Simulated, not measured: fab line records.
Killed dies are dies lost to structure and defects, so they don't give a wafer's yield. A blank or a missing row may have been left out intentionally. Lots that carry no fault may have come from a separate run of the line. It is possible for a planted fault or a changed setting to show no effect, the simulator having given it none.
Chamber matching ; flow n5Finfet ; N5_BEOL_M0_SAQP_PECVD_03 on pecvd-03 has 3 sister chambers
The step deposits SiCN from 3MS/NH3, target thk 12 nm, time 21.1 s. 3 wafers are shown with their chamber, then 7 later ones without.

## WAFERS WITH THEIR CHAMBER
wafer;chamber;showerheadPlenumPTorr (Torr)
L581.6;2;3.675
L594.1;0;3.681
L594.4;1;3.664

## WAFERS WHOSE CHAMBER IS MISSING
wafer;showerheadPlenumPTorr (Torr)
L594.6;3.661
L596.3;3.664
L596.5;3.668
L596.6;3.669
L597.1;3.677
L597.4;3.676
L597.5;3.678

## CHAMBER TAKEN BY EACH
wafer;from the rows above;in truth
L594.6;1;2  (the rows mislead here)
L596.3;1;1
L596.5;can't be placed: 1 or 2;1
L596.6;can't be placed: 1 or 2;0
L597.1;can't be placed: 2 or 0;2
L597.4;can't be placed: 2 or 0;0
L597.5;can't be placed: 0 or 2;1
Correctly placed: 1 of 7. Unplaceable from these rows: 5, with the true chamber sitting among the candidates in 3. Placed wrongly: 1.
How it was worked out, from the rows above alone: a wafer's distance from a chamber is the root of the sum, over the readings, of the square of ((its reading less the chamber's mean) divided by the reading's scatter). If the next closest chamber is less than 2 further off than the closest, the wafer can't be placed; otherwise it belongs to the closest. For every chamber, the mean is computed from those of its wafers that are shown. The scatter: with one shown wafer a chamber, the root of the mean of the squares of how far each hidden wafer lies from its nearest shown one.
